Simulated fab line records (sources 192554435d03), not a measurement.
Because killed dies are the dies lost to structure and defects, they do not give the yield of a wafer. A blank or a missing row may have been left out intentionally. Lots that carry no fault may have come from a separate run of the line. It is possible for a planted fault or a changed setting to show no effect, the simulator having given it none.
Matching of chambers | flow n5-finfet | N5_BEOL_M1_STRIP_66 on rie-diel-03 has 4 sister chambers
The step strips in CF4. 4 wafers are shown with their chamber, then 9 later ones without.

== WAFERS PAIRED WITH THEIR CHAMBERS ==
wafer  | chamber | drypump-motor-current-A (A)
L086.3 | 0       | 5.2
L090.3 | 3       | 4.8
L090.5 | 1       | 5.9
L090.6 | 2       | 5.4

== WAFERS WITH NO CHAMBER GIVEN ==
wafer  | drypump-motor-current-A (A)
L091.2 | 4.8
L091.4 | 5.9
L091.5 | 5.4
L095.3 | 4.7
L095.4 | 5.9
L095.5 | 4.7
L096.3 | 5.2
L096.4 | 5.9
L096.5 | 5.9

== THE CHAMBER EACH PASSED THROUGH ==
wafer  | from the rows above | in truth
L091.2 | 3                   | 3
L091.4 | 1                   | 1
L091.5 | 2                   | 2
L095.3 | 3                   | 3
L095.4 | 1                   | 1
L095.5 | 3                   | 3
L096.3 | 0                   | 0
L096.4 | 1                   | 1
L096.5 | 1                   | 1
Correct placement for 9 of the 9. From these rows, 0 cannot be placed. Number placed wrongly: 0.
How it was worked out, from the rows above alone: a wafer's distance from a chamber is the root of the sum, over the readings, of the square of ((its reading less the chamber's mean) divided by the reading's scatter). The wafer belongs to the nearest chamber; if the next one is less than 2 further off, it can't be placed. For every chamber, the mean is computed from those of its wafers that are shown. The scatter: root of mean squared gap, hidden wafer to nearest shown wafer, with one shown wafer a chamber.
